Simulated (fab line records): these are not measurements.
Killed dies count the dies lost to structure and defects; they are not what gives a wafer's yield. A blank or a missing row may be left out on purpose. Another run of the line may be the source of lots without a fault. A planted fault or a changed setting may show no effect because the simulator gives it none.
Split-lot experiment + flow n5-finfet + on a route of 1938 steps: 7 lots, 21 wafers read

SPLIT DETAILS
At N5_BEOL_M12_CMP_49 (polishes, stops on SiOC, t overpolish 20.6 s, target thk 320 nm), the setting down-force-psi was moved away from the recipe's 1 psi on 6 of the 21 wafers read, by -22.3% to +20.5%. All remaining wafers had this setting at the recipe value.

The split's own step is where the reading is taken.

THE READING
barrier-field-endpoint-s, in s, at N5_BEOL_M12_CMP_49 (polishes, stops on SiOC, t overpolish 20.6 s, target thk 320 nm). Fault-free wafers of this fab line usually give 30.3 s, standard deviation 0.76 s.

| wafer  | tool, chamber at the split | down-force-psi as run, psi | against the recipe | barrier-field-endpoint-s, s | against lot-mates on the recipe |
|--------|----------------------------|----------------------------|--------------------|-----------------------------|---------------------------------|
| L079.3 | cmp-02, 3                  | 0.9                        | -10.0%             | 33.0                        | +3.1                            |
| L079.4 | cmp-02, 2                  | 1                          | recipe             | 29.9                        | -                               |
| L079.5 | cmp-02, 3                  | 0.9                        | -10.0%             | 33.0                        | +3.1                            |
| L087.4 | cmp-02, 3                  | 1                          | recipe             | 30.4                        | -                               |
| L087.2 | cmp-02, 1                  | 1.205                      | +20.5%             | 24.4                        | -6.0                            |
| L087.5 | cmp-02, 3                  | 1.205                      | +20.5%             | 25.4                        | -5.0                            |
| L089.2 | cmp-02, 1                  | 1                          | recipe             | 27.3                        | -                               |
| L089.6 | cmp-02, 0                  | 1                          | recipe             | 28.4                        | -                               |
| L089.5 | cmp-02, 1                  | 1                          | recipe             | 29.8                        | -                               |
| L091.1 | cmp-02, 2                  | 1                          | recipe             | 31.6                        | -                               |
| L091.4 | cmp-02, 1                  | 1                          | recipe             | 30.5                        | -                               |
| L091.6 | cmp-02, 3                  | 1                          | recipe             | 31.1                        | -                               |
| L093.2 | cmp-04, 0                  | 1                          | recipe             | 29.2                        | -                               |
| L093.6 | cmp-04, 2                  | 1                          | recipe             | 29.7                        | -                               |
| L093.5 | cmp-04, 3                  | 0.8301                     | -17.0%             | 36.7                        | +7.3                            |
| L094.4 | cmp-04, 3                  | 1                          | recipe             | 28.8                        | -                               |
| L094.3 | cmp-04, 0                  | 1                          | recipe             | 28.4                        | -                               |
| L094.5 | cmp-04, 3                  | 1                          | recipe             | 29.5                        | -                               |
| L097.3 | cmp-04, 1                  | 1                          | recipe             | 30.1                        | -                               |
| L097.1 | cmp-04, 2                  | 0.7771                     | -22.3%             | 38.4                        | +8.1                            |
| L097.5 | cmp-04, 0                  | 1                          | recipe             | 30.4                        | -                               |

THE FIT
A straight line over all 21 wafers: barrier-field-endpoint-s changes by -0.312 s for each +1% of down-force-psi; r = -0.93; the points scatter about the line by 1.2 s.
The same after taking each lot's own level away (the mean of its wafers on the recipe; 21 wafers): -0.322 s for each +1%; r = -0.97; scatter 0.74 s.
The reading moves by 7.2 s for the largest change in down-force-psi, on that fit.
Measured against the standard deviation above, the lots' own levels, which go from 28.50 to 31.07 s, span 3.4 times it.
The two slopes are in agreement: the lot-to-lot level therefore moves the slope only a little.
Check: with one of the wafers moved furthest among these (-22.3%) left out of the fit, the line predicts +7.08 s for it against its lot-mates. It came out at +8.15 s against them.
Tool readings at the split's step, against how far the setting was moved: barrier-field-endpoint-s r = -0.93.

THE FILE'S OWN FIT
barrier-field-endpoint-s changes by -0.344 s for each +1% of down-force-psi, r = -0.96.
